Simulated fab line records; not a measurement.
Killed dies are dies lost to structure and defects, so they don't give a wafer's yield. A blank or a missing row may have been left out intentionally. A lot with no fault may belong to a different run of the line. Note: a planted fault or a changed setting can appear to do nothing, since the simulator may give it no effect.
fab line records	flow n5_finfet
[record] lots = 4	wafers = 12	last_day = 17
route steps=1938 shown BEOL_M0_SAQP@656 BEOL_M0_CUTY@710 BEOL_M4@1111 PASSIVATION@1936
lots untouched by any fault: they come from a run of this same line in which no faults occurred
start_h: hours from the record's first day to the start of the lot's first wafer shown	wait_h: time in hours since the lot's previous step	" as in the row above	L1.1+2: a row that stands for several wafers	- no value present, or no start provided	* or withheld: withheld	< > ~ a bound
route shown NAME@n: NAME is a module with steps in the file, n the number in the route of the first one	usual: mean/standard deviation of fault-free wafers	same: alike in all rows	chamber/n: place in a boat	sites: per-site readings	_std_site: their standard deviation	_edge_site: outer sites' mean less inner sites'	radius_mm: how far each site lies from the wafer's centre	mask NAME#n: copy n	behind: the last tool/chamber to shape the wafer	hold: reason for holding the lot/hours on hold/outcome of the hold	device: the n, p or np transistor that did not switch	end of line: tests run on the same wafers once the route is complete	where a step has no rows: the recipe by itself	killed: at the first sort, the dies lost to defects and structure; wafer yield is something else	map: per-die view of a wafer (x killed, . not killed, _ where there is no die)
set.NAME: the run value of the setting; set.NAME@STEP: its run value at that earlier step	model.NAME: the simulator's own value behind a step, which no gauge read
a table for each step, a row for each wafer; lots at some steps of the route
services: when a tool's chamber went out of use (start_h, in hours from the record's first day, below 0 if earlier), for how many hours, and the reason
[[steps]]
[step N5_BEOL_M0_SAQP_HM_OPEN_112]
[recipe] chemistry = CHF3/O2	target = SiO2	stop_on = a-Si	target_depth_a = 120	over_etch_frac = 1.25	mask_material = SOC	time_s = 13.5	pressure_mtorr = 30	source_w = 650	bias_w = 170	Ar_flow_sccm = 200	CHF3_flow_sccm = 50	O2_flow_sccm = 5	ion_energy_ev = 200	ends = end_point
[step N5_BEOL_M0_SAQP_STRIP_113]
[recipe] chemistry = CHF3/O2	resist = SiARC	rf_frequency_hz = 6e+07
[step N5_BEOL_M0_SAQP_MANDREL_ETCH_20]
[recipe] target_depth_a = 600	chemistry = HBr/Cl2	target = a-Si	stop_on = SiNx	bt_time_s = 10	mask_material = SOC	over_etch_frac = 0.5	time_s = 30	pressure_mtorr = 10	icp_w = 800	bias_w = 75	HBr_flow_sccm = 150	Cl2_flow_sccm = 80	ends = end_point
[step N5_BEOL_M0_SAQP_STRIP_86]
[recipe] chemistry = N2/H2	power_w = 500	temp_c = 40	pressure_mtorr = 50	rf_frequency_hz = 6e+07	overash_fraction = 0.3	bias_power_w = 28	h2_frac = 0.5	n2_flow_sccm = 300	h2_flow_sccm = 300
[step N5_BEOL_M0_SAQP_STRIP_115]
[recipe] chemistry = post_etch_residue_remover	time_s = 60	temp_c = 25	remover_ph = withheld	remover_water_wt_pct = withheld	remover_fluoride_wt_pct = withheld
[step N5_BEOL_M0_SAQP_SRD_93]
[recipe] dry = ipa_marangoni	time_s = 30	temp_c = 23	rinse_liquid = diw
[step N5_BEOL_M0_SAQP_RECESS_114]
[recipe] chemistry = HF/NH3	target = SiO2	target_depth_a = 144	afs_cycles = 3	temp_c = 30	sublimation_temp_c = 180	sublimation_time_s = 60
[step N5_BEOL_M0_SAQP_SPACER1_ALD_98]
[recipe] material = SiO2	target_thk_a = 128	temp_c = 300	ald_precursor_family = BDEAS	ald_co_reactant = O2-plasma	pulse_time_s = 1	purge_time_s = 2	co_reactant_purge_time_s = 2	ald_cycles = 138	pressure_torr = 2
[step N5_BEOL_M0_SAQP_SPACER1_ETCHBACK_99]
[recipe] chemistry = CHF3/O2	mode = anisotropic_etchback	target = SiO2	target_depth_a = 154	time_s = 7.7	pressure_mtorr = 30	source_w = 650	bias_w = 170	Ar_flow_sccm = 200	CHF3_flow_sccm = 50	O2_flow_sccm = 5	ion_energy_ev = 200
[step N5_BEOL_M0_SAQP_MANDREL1_REMOVE_100]
[recipe] chemistry = HBr/Cl2/O2	bt_time_s = 10	target = a-Si	stop_on = SiNx	endpoint = OES-SiCl	over_etch_frac = 0.85	icp_w = 600	bias_w = 30	HBr_flow_sccm = 150	Cl2_flow_sccm = 80	O2_flow_sccm = 5	pressure_mtorr = 10
[step N5_BEOL_M0_SAQP_ETCH_101]
[recipe] chemistry = CH3F/O2	target = SiNx	mask_material = SiO2	target_depth_a = 299	time_s = 42.7	pressure_mtorr = 30	source_w = 395	bias_w = 73	Ar_flow_sccm = 150	CH3F_flow_sccm = 30	O2_flow_sccm = 20	ion_energy_ev = 120
[step N5_BEOL_M0_SAQP_ETCH_102]
[recipe] chemistry = CF4	target = SiO2	target_depth_a = 40	ion_energy_ev = 350	time_s = 4.4	pressure_mtorr = 10	icp_w = 800	bias_w = 400	cf4_flow_sccm = 80
[usual] drypump_motor_current_A = 5.7/0.4	he_backside_leak_sccm = 2.8/0.3	oes_product_au = 0.995/0.019	throttle_valve_pct = 21.84/0.28
lot.wafer	tool	chamber	start_h	wait_h	drypump_motor_current_A	he_backside_leak_sccm	oes_product_au	rf_hours_counter_h	throttle_valve_pct
L661.2	rie_si-04	3	133.38	0.1	6.0	3.2	1.013	183	21.59
L661.3	"	0	"	"	5.0	2.8	1.005	141	21.68
L661.5	"	0	"	"	4.9	2.8	0.997	-	21.68
L664.1	rie_si-04	3	154.24	0.1	6.0	3.0	1.005	183	21.59
L664.3	"	1	"	"	5.4	2.9	0.963	54	21.65
L664.4	"	2	"	"	5.5	2.7	0.986	174	22.45
L665.2	rie_si-04	3	157.49	0.1	6.0	3.0	1.022	183	21.59
L665.3	"	0	"	"	5.0	2.8	1.004	141	21.68
L665.4	"	2	"	"	5.5	2.6	0.988	174	22.46
L677.1	rie_si-05	3	227.75	0.1	6.2	2.9	0.984	156	21.57
L677.3	"	1	"	"	5.7	2.8	1.019	94	22.18
L677.5	"	3	"	"	6.2	2.8	0.989	-	21.55
[step N5_BEOL_M0_SAQP_MANDREL_ETCH_103]
[recipe] chemistry = HBr/Cl2	target = a-Si	target_depth_a = 450	bt_time_s = 10	stop_on = SiCN	mask_material = SiO2	over_etch_frac = 0.8	time_s = 27	pressure_mtorr = 10	icp_w = 800	bias_w = 75	HBr_flow_sccm = 150	Cl2_flow_sccm = 80	ends = end_point
[step N5_BEOL_M0_SAQP_RECESS_104]
[recipe] chemistry = HF/NH3	target = SiO2	target_depth_a = 180	afs_cycles = 3	temp_c = 30	sublimation_temp_c = 180	sublimation_time_s = 60
[step N5_BEOL_M0_SAQP_COAT_105]
[recipe] resist = SOC	temp_c = 250	time_s = 60	spin_rpm = 1500	resist_thk_nm = 100
[step N5_BEOL_M0_SAQP_ETCH_106]
[recipe] chemistry = N2/H2	target = SOC	target_depth_a = 1500	stop_on = SiNx	ion_energy_ev = 100	bias_w = 61	pressure_mtorr = 30	source_w = 850	n2_flow_sccm = 200	h2_flow_sccm = 200
[step N5_BEOL_M0_SAQP_ETCH_107]
[recipe] chemistry = CH3F/O2	target = SiNx	target_depth_a = 300	mask_material = SOC	pressure_mtorr = 30	source_w = 395	bias_w = 73	Ar_flow_sccm = 150	CH3F_flow_sccm = 30	O2_flow_sccm = 20	ion_energy_ev = 120
[step N5_BEOL_M0_SAQP_STRIP_108]
[recipe] chemistry = N2/H2	power_w = 500	temp_c = 40	pressure_mtorr = 50	rf_frequency_hz = 6e+07	overash_fraction = 0.3	bias_power_w = 28	h2_frac = 0.5	n2_flow_sccm = 300	h2_flow_sccm = 300
[step N5_BEOL_M0_SAQP_RECESS_109]
[recipe] chemistry = HF/NH3	target = SiO2	target_depth_a = 30	afs_cycles = 1	temp_c = 30	sublimation_temp_c = 180	sublimation_time_s = 60
[step N5_BEOL_M0_SAQP_SPACER2_ALD_26]
[recipe] material = SiO2	target_thk_a = 150	temp_c = 300	ald_precursor_family = BDEAS	ald_co_reactant = O2-plasma	pulse_time_s = 1	purge_time_s = 2	co_reactant_purge_time_s = 2	pressure_torr = 2
[step N5_BEOL_M0_SAQP_SPACER2_ETCHBACK_27]
[recipe] chemistry = CHF3/O2	mode = anisotropic_etchback	target = SiO2	target_depth_a = 225	time_s = 11.25	pressure_mtorr = 30	source_w = 650	bias_w = 170	Ar_flow_sccm = 200	CHF3_flow_sccm = 50	O2_flow_sccm = 5	ion_energy_ev = 200
[step N5_BEOL_M0_SAQP_MANDREL2_REMOVE_110]
[recipe] chemistry = HBr/Cl2/O2	bt_time_s = 10	target = a-Si	stop_on = SiCN	endpoint = OES-SiCl	over_etch_frac = 1	icp_w = 600	bias_w = 30	HBr_flow_sccm = 150	Cl2_flow_sccm = 80	O2_flow_sccm = 5	pressure_mtorr = 10
[step N5_BEOL_M0_SAQP_COAT_69]
[recipe] resist = SOC	temp_c = 250	time_s = 60	spin_rpm = 1500	resist_thk_nm = 90
[step N5_BEOL_M0_SAQP_COAT_72]
[recipe] resist = SiARC	temp_c = 220	time_s = 60	spin_rpm = 1500	resist_thk_nm = 15
[step N5_BEOL_M0_SAQP_COAT_87]
[recipe] resist = underlayer	temp_c = 205	time_s = 60	spin_rpm = 1500	resist_thk_nm = 5
[step N5_BEOL_M0_SAQP_COAT_34]
[recipe] resist = CAR-EUV	spin_rpm = 1500	resist_thk_nm = 30
[step N5_BEOL_M0_SAQP_EBR_36]
[recipe] solvent = PGMEA	ebr_width_mm = 1.5
[step N5_BEOL_M0_SAQP_SOFTBAKE_35]
[recipe] temp_c = 110	time_s = 60	resist = CAR-EUV
[step N5_BEOL_M0_SAQP_EXPOSE_37]
[recipe] mask_id = M0_CUT1	na = 0.33	source_shape = annular	sigma_inner = 0.35	sigma_outer = 0.8	polarization = unpolarized	target_cd_nm = 30	dose_mj = 44.75
[step N5_BEOL_M0_SAQP_PEB_38]
[recipe] peb_temp_c = 100	peb_time_s = 60	resist = CAR-EUV
[step N5_BEOL_M0_SAQP_DEVELOP_39]
[recipe] develop_time_s = 30	developer = TMAH	resist = CAR-EUV	rinse_liquid = surfactant_rinse	dry = air_spin	dev_temp_c = 23
[step N5_BEOL_M0_SAQP_INSPECT_42]
[recipe] mode = adi	inspect_instrument = brightfield
[usual] raw_defect_count = 263/68
lot.wafer	tool	chamber	start_h	wait_h	raw_defect_count
L661.2	defect_inspect-01	-	135.39	0.0	350
L661.3	"	-	"	"	354
L661.5	"	-	"	"	279
L664.1	defect_inspect-01	-	156.55	0.1	1464
L664.3	"	-	"	"	1439
L664.4	"	-	"	"	1428
L665.2	defect_inspect-02	-	159.69	0.0	1492
L665.3	"	-	"	"	1435
L665.4	"	-	"	"	1521
L677.1	defect_inspect-01	-	229.78	0.1	273
L677.3	"	-	"	"	219
L677.5	"	-	"	"	271
[step N5_BEOL_M0_SAQP_DESCUM_45]
[recipe] chemistry = O2	time_s = 7	source_power_w = 50	bias_power_w = 20	pressure_mtorr = 20	rf_frequency_hz = 2.712e+07	temp_c = 40	resist = CAR-EUV	o2_flow_sccm = 225
[step N5_BEOL_M0_SAQP_ETCH_88]
[recipe] chemistry = N2/H2	target = underlayer	target_depth_a = 65	time_s = 5.2	ion_energy_ev = 200	mask_material = CAR-EUV	pressure_mtorr = 30	source_w = 840	bias_w = 150	n2_flow_sccm = 200	h2_flow_sccm = 200	ends = cleared
[step N5_BEOL_M0_SAQP_ETCH_73]
[recipe] chemistry = CF4	target = SiARC	target_depth_a = 195	mask_material = CAR-EUV	time_s = 32.5	ion_energy_ev = 80	pressure_mtorr = 40	source_w = 545	bias_w = 36	Ar_flow_sccm = 100	cf4_flow_sccm = 100	ends = cleared
[step N5_BEOL_M0_SAQP_CUT_ETCH_46]
[recipe] chemistry = N2/H2	target = SOC	target_depth_a = 1350	overetch_a = 270	temp_c = 40	time_s = 202.5	ion_energy_ev = 200	mask_material = SiARC	pressure_mtorr = 30	source_w = 840	bias_w = 150	n2_flow_sccm = 200	h2_flow_sccm = 200
[step N5_BEOL_M0_SAQP_STRIP_74]
[recipe] chemistry = N2/H2	temp_c = 40	n2_flow_sccm = 200	h2_flow_sccm = 200	rf_frequency_hz = 6e+07
[step N5_BEOL_M0_SAQP_STRIP_89]
[recipe] chemistry = N2/H2	temp_c = 40	n2_flow_sccm = 200	h2_flow_sccm = 200	rf_frequency_hz = 6e+07
[step N5_BEOL_M0_CUTY_INSPECT_59]
[recipe] mode = adi	inspect_instrument = macro
[usual] raw_defect_count = 2.0/1.4
lot.wafer	tool	chamber	start_h	wait_h	raw_defect_count
L661.2	defect_inspect-01	-	136.86	0.0	1
L661.3	"	-	"	"	0
L661.5	"	-	"	"	3
L664.1	defect_inspect-02	-	157.93	0.0	>300
L664.3	"	-	"	"	>300
L664.4	"	-	"	"	>300
L665.2	defect_inspect-01	-	161.95	0.0	>300
L665.3	"	-	"	"	>300
L665.4	"	-	"	"	>300
L677.1	defect_inspect-01	-	231.33	0.0	0
L677.3	"	-	"	"	2
L677.5	"	-	"	"	2
[step N5_BEOL_M4_RC_MEAS_101]
[usual] DIBL_N = 36.3/1.8	DIBL_P = 36.5/2.1	IOFF_N = 0.16/0.031	IOFF_P = 0.22/0.038	ION_N = 677/12	ION_P = 466/7.8	SS_N = 71.5/0.61	SS_P = 73.2/0.7	VT_N = 249/3	VT_P = -248.9/3
lot.wafer	tool	chamber	start_h	wait_h	DIBL_N[mV/V]	DIBL_P[mV/V]	IOFF_N[nA/um]	IOFF_P[nA/um]	ION_N[uA/um]	ION_P[uA/um]	SS_N[mV/dec]	SS_P[mV/dec]	VT_N[mV]	VT_P[mV]
L661.2	prober-02	0	207.22	0.2	35.4	34.5	0.15	0.20	692	476	70.6	73.4	250	-248.2
L661.3	"	0	"	"	36.9	36.3	0.17	0.23	693	473	71.0	72.9	249	-246.7
L661.5	"	0	"	"	36.6	36.1	0.16	0.22	697	473	71.6	73.3	251	-246.8
L664.1	prober-02	0	216.87	0.0	37.0	39.4	0.22	0.31	692	484	71.1	73.6	242	-241.3
L664.3	"	0	"	"	37.5	40.0	0.22	0.31	707	490	71.5	73.4	241	-240.8
L664.4	"	0	"	"	36.3	38.1	0.19	0.28	680	473	71.8	73.4	246	-241.1
L665.2	prober-02	0	226.26	0.2	36.9	37.8	0.15	0.19	671	463	71.3	73.4	252	-254.9
L665.3	"	0	"	"	36.9	37.2	0.15	0.20	669	459	71.2	73.2	252	-253.2
L665.4	"	0	"	"	36.4	36.7	0.15	0.18	677	463	70.9	73.2	249	-254.6
L677.1	prober-02	0	300.42	0.0	35.6	35.4	0.16	0.23	679	464	71.0	73.6	249	-247.2
L677.3	"	0	"	"	33.9	34.9	0.15	0.21	683	468	70.3	72.7	249	-247.9
L677.5	"	0	"	"	32.0	31.9	0.11	0.18	666	468	70.4	72.0	249	-250.1
[step N5_PASSIVATION_PROBE_49]
[usual] defect_limited_yield = 91.2/1.5	killed_at_M0_to_M3 = 33/9.6	killed_at_M4_up = 14/5.6	killed_at_contacts = 14/5.5	killed_at_front_end = 40/13	killed_at_other = 4/3	killed_dies = 104/17	killed_on_rim = 14/4.3	killed_open = 68/13	killed_short = 33/7.2	sort_bin_5_function = 5.2/0.95	sort_bin_6_memory = 3.3/0.62	sort_n_pass = 1076/17	sort_yield_pct = 91.2/1.5
[same] gross_dies = 1180	killed_at_back_side = 0	sort_bin_4_leakage[%] = 0	sort_bin_8_speed[%] = 0
lot.wafer	tool	chamber	start_h	wait_h	defect_limited_yield[%]	killed_at_M0_to_M3	killed_at_M4_up	killed_at_contacts	killed_at_front_end	killed_at_other	killed_dies	killed_on_rim	killed_open	killed_short	sort_bin_5_function[%]	sort_bin_6_memory[%]	sort_n_pass	sort_yield_pct[%]
L664.1	prober-01	-	322.49	0.0	82.5	144	10	25	27	1	207	30	61	41	8.9	5.1	973	82.5
L664.3	prober-01	-	322.59	0.1	81.1	171	7	16	26	3	223	14	49	25	11.4	3.6	957	81.1
L664.4	prober-01	-	322.64	0.2	79.3	177	14	19	34	0	244	17	62	28	12.5	4.6	936	79.3
L665.2	prober-02	-	331.95	0.1	82.7	128	19	11	45	1	204	32	65	33	10.1	3.7	976	82.7
L665.3	prober-02	-	332.00	0.1	85.9	103	22	12	28	1	166	32	62	28	8.5	3.0	1014	85.9
L665.4	prober-02	-	332.05	0.2	79.1	191	7	14	35	0	247	14	58	34	12.1	4.7	933	79.1
// killed by level:class
L664.1 BEOL_M0_SAQP:unspecified=102 MOL_CONTACT_COAG:geometric_particle:open=17 BEOL_M0_SAQP:geometric_particle:short=12 BEOL_M2:geometric_particle:open=9 MOL_CONTACT_COAG:geometric_particle:short=8 BEOL_M0_SAQP:geometric_particle:open=7 STI_FIN_REVEAL:geometric_particle:open=4 STARTING-WAFER:geometric_particle:short=4
L664.3 BEOL_M0_SAQP:unspecified=149 MOL_CONTACT_COAG:geometric_particle:open=13 STI_FIN_REVEAL:geometric_particle:open=6 BEOL_M2:geometric_particle:open=6 BEOL_M3:geometric_particle:open=5 FIN_SAQP:geometric_particle:short=4 BEOL_M0_SAQP:geometric_particle:open=4 ILD0:geometric_particle:short=3
L664.4 BEOL_M0_SAQP:unspecified=149 MOL_CONTACT_COAG:geometric_particle:open=13 BEOL_M2:geometric_particle:open=9 BEOL_M4:geometric_particle:open=8 STI_FIN_REVEAL:geometric_particle:open=6 MOL_CONTACT_COAG:geometric_particle:short=6 BEOL_M0_SAQP:geometric_particle:short=6 DUMMY_GATE:geometric_particle:open=5
L665.2 BEOL_M0_SAQP:unspecified=104 FIN_SAQP:geometric_particle:short=13 MOL_CONTACT_COAG:geometric_particle:open=10 STI_FIN_REVEAL:geometric_particle:open=8 BEOL_M1:geometric_particle:open=7 BEOL_M2:geometric_particle:open=5 GATE_CUT:geometric_particle:short=4 GATE_CUT:geometric_particle:open=4
L665.3 BEOL_M0_SAQP:unspecified=74 BEOL_M2:geometric_particle:open=14 MOL_CONTACT_COAG:geometric_particle:open=10 FIN_SAQP:geometric_particle:short=7 BEOL_M4:geometric_particle:open=5 ILD0:geometric_particle:open=4 BEOL_M4:geometric_particle:short=4 BEOL_M5:geometric_particle:open=4
L665.4 BEOL_M0_SAQP:unspecified=153 BEOL_M0_SAQP:geometric_particle:open=10 MOL_CONTACT_COAG:geometric_particle:open=9 BEOL_M0_SAQP:geometric_particle:short=9 FIN_SAQP:geometric_particle:open=7 STI_FIN_REVEAL:geometric_particle:open=6 BEOL_M3:geometric_particle:open=6 ILD0:geometric_particle:short=5
// map L664.4 (x killed, . not)
_________________.......x....________________
______________................x._____________
___________....x......x..x.........__________
__________x.........x.........x....x_________
________.....x.x...........x.......x.x_______
_______.x.....x..x.....................______
______.x.....................xx........._____
_____..x.............xx.............x....____
____.....x..............................x.___
___..................x......x...x..........__
___......xxx.x.x.........................x.__
__......xx.xxxxxx.x..x........x............._
__........xxxxxxxxx.x..............x........_
_.......xxxxxxxxxxxxxx............x..........
_.....xxxxxxxxxxxxxxxxx....x...x........x....
_...x.x.xxxxxxxxxxxxxx...............x.......
_....x..xxxxxxxxxxxxxxx..........x...........
_......xxxxxxxxxxxxxxx.................x.....
_......xxxxxxxxxxxxx.xx...............x......
_......xxxxxxxxxxxxxx...................x....
_...x....xxxxxxxxxxxx...................x....
__.....x..xxxxxxx....................x......_
__....x....xxxx..x..xx...x....x.....x......._
___.................x....x.x...............__
___x.....x........x.............x...x.....x__
____.........x.xx................x........___
_____...x....x.x.....x...x.........xx....____
______...x.............................._____
_______.....xx.............x.....x.....______
________.......x........x............._______
__________.........x.......xxx....x._________
___________......................xx__________
______________...x..........x..._____________
_________________.x..........________________
// map L665.4 (x killed, . not)
_________________...x.......x________________
______________x..............x.._____________
___________....xx....x....x....x...__________
__________....x....................._________
________.............................._______
_______..........................x.....______
______x..................x.............._____
_____....................................____
____.....x..x.x.................xx........___
___.xx.........xx....xx....................__
___x....x...xx.xx..xx...............x......__
__......xxxxxxxxxx..x....xx..........x......_
__.x....xx.xxxxxxxx.x.x......x............x._
_..x.x..xxxxxxxxxxxxx....x.....x.............
_....xxxxxxxxxxxxxxxxx...........x.....xx....
_......xxxxxxxxxxxxx.x.xx....................
_.....x.xxxxxxxxxxxxxx.........x...........x.
_...x.xxxxxxxxxxxxxxxxxx....x..............x.
_......xxxxxxxxxxxxxxx.........x...........xx
_..x...xxxxxxxxxxxxxx.x...x..x...........x...
_........xxxxxxxxx...x.....................x.
__......xxxxxxxxxx.......................x.._
__..x.....xx...x......x....................._
___........................x...............__
___...........x.......x..x......x.....x....__
____.......x..xxx..x..............x.......___
_____................................x...____
______..x...x.....x..............x...x.._____
_______x.x....x.x......x...............______
________........x....................._______
__________......x..................._________
___________.....x..............x...__________
______________.....x........x..._____________
_________________.......x....________________
[[services]]
tool	chamber	start_h	hours	kind
rie_si-04	-	129.49	2.8	pm
rie_si-05	2	178.40	11.5	repair
rie_si-04	3	188.77	9.0	repair
rie_si-05	0	207.51	14.0	repair
[[key]]
[first_sign] step = N5_BEOL_M0_SAQP_INSPECT_42	reading = raw_defect_count	direction = up	sigmas = 18	usual = 263	struck = 1463
[effect] step = N5_BEOL_M0_CUTY_INSPECT_59	reading = raw_defect_count	direction = up	sigmas = 99+	usual = 2.0	struck = >300
[effect] step = N5_PASSIVATION_PROBE_49	reading = killed_at_M0_to_M3	direction = up	sigmas = 12	usual = 33	struck = 152
[more_kills_born_at] N5_BEOL_M0_SAQP_ETCH_102@rie_si-04 = 731
met_at N5_BEOL_M0_SAQP_ETCH_102
struck_wafers L664.1,L664.3,L664.4,L665.2,L665.3,L665.4
onset_between 133.38 154.24
[fault] kind = chamber_particle_source	tool = rie_si-04	chamber = -	onset_h = 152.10	steps = N5_BEOL_M0_SAQP_ETCH_102	rate_per_visit_cm2 = 1.8441	end_h = 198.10
